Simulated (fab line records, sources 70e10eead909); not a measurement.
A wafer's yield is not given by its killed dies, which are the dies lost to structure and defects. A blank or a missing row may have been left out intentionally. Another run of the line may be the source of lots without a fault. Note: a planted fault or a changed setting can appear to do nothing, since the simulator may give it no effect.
The tool behind it: which one? + flow nand_harc + 13 lots with 39 wafers sampled at 5 steps, on a route of 1302 steps

WHAT EACH GAUGE READ, for each wafer
NHARC_END_SORT_01. Usual: killed_at_array 61, standard deviation 22; killed_at_other 0.8, standard deviation 1; killed_at_periphery 3.8, standard deviation 2.3; killed_dies 66, standard deviation 22; killed_open 3.2, standard deviation 1.9; killed_short 2.8, standard deviation 1.8.
| lot  | measured     | on        | killed_at_array | killed_at_other | killed_at_periphery | killed_dies | killed_open | killed_short | flag |
|------|--------------|-----------|-----------------|-----------------|---------------------|-------------|-------------|--------------|------|
| L225 | day 26 09:17 | prober-02 | 66 72 81        | 0 0 0           | 1 4 5               | 67 76 86    | 1 2 2       | 3 3 1        |      |
| L234 | day 30 01:13 | prober-02 | 73 73 76        | 1 1 1           | 1 4 2               | 75 78 79    | 4 3 3       | 2 3 4        |      |
| L237 | day 31 11:17 | prober-01 | 102 81          | 3 4             | 3 8                 | 108 93      | 7 7         | 2 5          |      |
| L238 | day 31 22:39 | prober-01 | 70 87 94        | 3 0 2           | 3 2 2               | 76 89 98    | 1 3 3       | 3 2 0        |      |
| L239 | day 31 22:36 | prober-02 | 28 28 28        | 0 4 0           | 2 7 3               | 30 39 31    | 1 3 3       | 1 1 3        |      |
| L242 | day 33 09:07 | prober-02 | 62 69 59        | 0 0 1           | 3 4 4               | 65 73 64    | 5 3 4       | 0 1 4        |      |

WHAT TOOL EACH LOT RAN ON (gives the tool, then ch and the chambers of the sampled wafers, and finally the start)
| lot  | NHARC_A_STAIRCASE_TRIM_222                    | NHARC_A_STAIRCASE_ETCH_225                    | NHARC_A_STAIRCASE_ETCH_236                    | NHARC_A_STAIRCASE_STRIP_238          |
|------|-----------------------------------------------|-----------------------------------------------|-----------------------------------------------|--------------------------------------|
| L223 | rie_diel-01 ch 1,2,3, day 16 20:07 or earlier | rie_diel-01 ch 1,2,3, day 16 20:07 or earlier | rie_diel-13 ch 0,1, day 16 20:07 or earlier   | plasma_asher-01 ch 0,1, day 16 20:07 |
| L224 | rie_diel-12 ch 0,1,2, day 17 12:04 or earlier | rie_diel-12 ch 0,1, day 17 12:04 or earlier   | rie_diel-01 ch 0,2,3, day 17 12:04 or earlier | plasma_asher-02 ch 0,1, day 17 12:04 |
| L226 | rie_diel-13 ch 2,3, day 18 04:56 or earlier   | rie_diel-13 ch 0,3, day 18 04:56 or earlier   | rie_diel-13 ch 0,1,3, day 18 04:56 or earlier | plasma_asher-02 ch 0,1, day 18 04:56 |
| L225 | rie_diel-12 ch 0,1,3, day 18 05:05 or earlier | rie_diel-12 ch 1,2, day 18 05:05 or earlier   | rie_diel-13 ch 1,2,3, day 18 05:05 or earlier | plasma_asher-01 ch 0,1, day 18 05:05 |
| L227 | rie_diel-13 ch 1,2,3, day 18 14:24 or earlier | rie_diel-13 ch 1,2,3, day 18 14:24 or earlier | rie_diel-13 ch 1,2,3, day 18 14:24 or earlier | plasma_asher-02 ch 0,1, day 18 14:24 |
| L234 | rie_diel-01 ch 0,2,3, day 21 15:41 or earlier | rie_diel-01 ch 0,3, day 21 15:41 or earlier   | rie_diel-12 ch 2,3, day 21 15:41 or earlier   | plasma_asher-01 ch 0,1, day 21 15:41 |
| L237 | rie_diel-12 ch 0,3, day 22 16:04 or earlier   | rie_diel-12 ch 0,1,2, day 22 16:04 or earlier | rie_diel-13 ch 0,2, day 22 16:04 or earlier   | plasma_asher-02 ch 0,1, day 22 16:04 |
| L238 | rie_diel-12 ch 0,3, day 23 14:34 or earlier   | rie_diel-12 ch 0,1,2, day 23 14:34 or earlier | rie_diel-12 ch 0,2,3, day 23 14:34 or earlier | plasma_asher-02 ch 0,1, day 23 14:34 |
| L239 | rie_diel-12 ch 0,2,3, day 23 21:46 or earlier | rie_diel-12 ch 1,2,3, day 23 21:46 or earlier | rie_diel-12 ch 0,2, day 23 21:46 or earlier   | plasma_asher-02 ch 0, day 23 21:46   |
| L241 | rie_diel-12 ch 1,2,3, day 24 07:31 or earlier | rie_diel-12 ch 1,2, day 24 07:31 or earlier   | rie_diel-01 ch 1,2,3, day 24 07:31 or earlier | plasma_asher-02 ch 0,1, day 24 07:31 |
| L242 | rie_diel-01 ch 0,1,2, day 25 03:09 or earlier | rie_diel-01 ch 0,3, day 25 03:09 or earlier   | rie_diel-12 ch 2,3, day 25 03:09 or earlier   | plasma_asher-01 ch 0,1, day 25 03:09 |
| L244 | rie_diel-13 ch 1,2,3, day 25 17:55 or earlier | rie_diel-13 ch 0,3, day 25 17:55 or earlier   | rie_diel-13 ch 0,1,2, day 25 17:55 or earlier | plasma_asher-02 ch 0,1, day 25 17:55 |
| L243 | rie_diel-01 ch 0,1,3, day 25 19:10 or earlier | rie_diel-01 ch 0,1,3, day 25 19:10 or earlier | rie_diel-01 ch 1,2,3, day 25 19:10 or earlier | plasma_asher-02 ch 0,1, day 25 19:10 |
- NHARC_A_STAIRCASE_TRIM_222: chemistry O2, time 211.2 s.
- NHARC_A_STAIRCASE_ETCH_225: etches the open film in C4F8/O2, target depth 100 nm, time 40.5 s.
- NHARC_A_STAIRCASE_ETCH_236: etches the open film in C4F8/O2, target depth 100 nm, time 40.5 s.
- NHARC_A_STAIRCASE_STRIP_238: strips in O2.

WHAT THE TOOLS THEMSELVES READ (means of the sampled wafers that have a number; where no wafer has one, the mark that the record gives instead)
NHARC_A_STAIRCASE_TRIM_222. Usual: drypump_motor_current_A 5.7 A, standard deviation 0.33; oes_product_au 0.998 a.u., standard deviation 0.0077; rf_vpp_V 57.8 V, standard deviation 1; showerhead_plenum_p_Torr 3.54 Torr, standard deviation 0.17; throttle_valve_pct 17.037 %, standard deviation 0.0087.
| lot  | tool        | drypump_motor_current_A (A) | oes_product_au (a.u.) | rf_vpp_V (V) | showerhead_plenum_p_Torr (Torr) | throttle_valve_pct (%) | flag |
|------|-------------|-----------------------------|-----------------------|--------------|---------------------------------|------------------------|------|
| L223 | rie_diel-01 | 5.7                         | 1.003                 | 58.1         | 3.57                            | 17.043                 |      |
| L224 | rie_diel-12 | 5.7                         | 0.998                 | 57.7         | 3.51                            | 17.042                 |      |
| L226 | rie_diel-13 | 5.9                         | 1.001                 | 58.1         | 3.61                            | 17.028                 |      |
| L225 | rie_diel-12 | 5.4                         | 0.994                 | 58.5         | 3.63                            | 17.029                 |      |
| L227 | rie_diel-13 | 5.7                         | 0.999                 | 58.2         | 3.57                            | 17.040                 |      |
| L234 | rie_diel-01 | 5.8                         | 0.988                 | 57.2         | 3.45                            | 17.028                 |      |
| L237 | rie_diel-12 | 5.2                         | 1.000                 | 57.4         | 3.62                            | 17.044                 |      |
| L238 | rie_diel-12 | 5.2                         | 1.000                 | 57.4         | 3.62                            | 17.035                 |      |
| L239 | rie_diel-12 | 5.5                         | 1.002                 | 57.7         | 3.49                            | 17.032                 |      |
| L241 | rie_diel-12 | 5.5                         | 0.999                 | 57.4         | 3.61                            | 17.036                 |      |
| L242 | rie_diel-01 | 5.7                         | 0.993                 | 58.3         | 3.56                            | 17.038                 |      |
| L244 | rie_diel-13 | 5.7                         | 0.995                 | 57.1         | 3.54                            | 17.037                 |      |
| L243 | rie_diel-01 | 5.6                         | 0.998                 | 57.7         | 3.50                            | 17.044                 |      |

NHARC_A_STAIRCASE_ETCH_225. Usual: oes_product_au 0.944 a.u., standard deviation 0.01; rf_vpp_V 896 V, standard deviation 6.1.
| lot  | tool        | oes_product_au (a.u.) | rf_vpp_V (V) | flag |
|------|-------------|-----------------------|--------------|------|
| L223 | rie_diel-01 | 0.951                 | 898          |      |
| L224 | rie_diel-12 | 0.944                 | 899          |      |
| L226 | rie_diel-13 | 0.941                 | 891          |      |
| L225 | rie_diel-12 | 0.946                 | 899          |      |
| L227 | rie_diel-13 | 0.947                 | 897          |      |
| L234 | rie_diel-01 | 0.939                 | 892          |      |
| L237 | rie_diel-12 | 0.948                 | 894          |      |
| L238 | rie_diel-12 | 0.959                 | 894          |      |
| L239 | rie_diel-12 | 0.954                 | 899          |      |
| L241 | rie_diel-12 | 0.947                 | 894          |      |
| L242 | rie_diel-01 | 0.946                 | 891          |      |
| L244 | rie_diel-13 | 0.940                 | 890          |      |
| L243 | rie_diel-01 | 0.952                 | 895          |      |

NHARC_A_STAIRCASE_ETCH_236. Usual: oes_product_au 0.945 a.u., standard deviation 0.016; rf_vpp_V 896 V, standard deviation 6.1.
| lot  | tool        | oes_product_au (a.u.) | rf_vpp_V (V) | flag |
|------|-------------|-----------------------|--------------|------|
| L223 | rie_diel-13 | 0.933                 | 898          |      |
| L224 | rie_diel-01 | 0.943                 | 893          |      |
| L226 | rie_diel-13 | 0.940                 | 895          |      |
| L225 | rie_diel-13 | 0.940                 | 898          |      |
| L227 | rie_diel-13 | 0.949                 | 897          |      |
| L234 | rie_diel-12 | 0.958                 | 894          |      |
| L237 | rie_diel-13 | 0.941                 | 897          |      |
| L238 | rie_diel-12 | 0.949                 | 894          |      |
| L239 | rie_diel-12 | 0.946                 | 890          |      |
| L241 | rie_diel-01 | 0.957                 | 896          |      |
| L242 | rie_diel-12 | 0.945                 | 894          |      |
| L244 | rie_diel-13 | 0.940                 | 898          |      |
| L243 | rie_diel-01 | 0.945                 | 896          |      |

NHARC_A_STAIRCASE_STRIP_238. Usual: drypump_motor_current_A 5.9 A, standard deviation 0.42; heater_power_w 346 W, standard deviation 33.
| lot  | tool            | drypump_motor_current_A (A) | heater_power_w (W) | flag |
|------|-----------------|-----------------------------|--------------------|------|
| L223 | plasma_asher-01 | 5.6                         | 324                |      |
| L224 | plasma_asher-02 | -                           | -                  | OFF  |
| L226 | plasma_asher-02 | -                           | -                  | OFF  |
| L225 | plasma_asher-01 | 5.6                         | 319                |      |
| L227 | plasma_asher-02 | 5.9                         | 353                |      |
| L234 | plasma_asher-01 | 6.0                         | 302                |      |
| L237 | plasma_asher-02 | 5.9                         | 354                |      |
| L238 | plasma_asher-02 | 6.0                         | 369                |      |
| L239 | plasma_asher-02 | 6.2                         | 378                |      |
| L241 | plasma_asher-02 | 5.9                         | 361                |      |
| L242 | plasma_asher-01 | 5.6                         | 343                |      |
| L244 | plasma_asher-02 | 6.0                         | 364                |      |
| L243 | plasma_asher-02 | 6.0                         | 370                |      |

THE ANSWER, worked out from the rows above alone
Rule: a lot counts as off when the mean over its wafers that have a number is more than 3 standard deviations away from the usual mean. Also off: a lot with no number at a reading for which 4 or more lots have one. All remaining lots with rows at the step are treated as sound. First the gauges in route order, then the tools' own readings, where a lot's mean is used as printed above. The first step at which some lot is off is used, and at that step the reading that is off furthest; a lot without a number counts as furthest.
Off: L224, L226, at NHARC_A_STAIRCASE_STRIP_238 (drypump_motor_current_A). Without a number there: L224, L226.
A tool fits if, at that step or a process step before it, it ran every lot that is off, and no sound lot after the first of them. NHARC_A_STAIRCASE_TRIM_222: start missing for some lots; hours and lot order therefore follow NHARC_A_STAIRCASE_STRIP_238. NHARC_A_STAIRCASE_ETCH_225: start missing for some lots; hours and lot order therefore follow NHARC_A_STAIRCASE_STRIP_238. NHARC_A_STAIRCASE_ETCH_236: start missing for some lots; hours and lot order therefore follow NHARC_A_STAIRCASE_STRIP_238. Not one of the candidates tried fits.

WHAT WAS PUT IN BY THE SIMULATOR
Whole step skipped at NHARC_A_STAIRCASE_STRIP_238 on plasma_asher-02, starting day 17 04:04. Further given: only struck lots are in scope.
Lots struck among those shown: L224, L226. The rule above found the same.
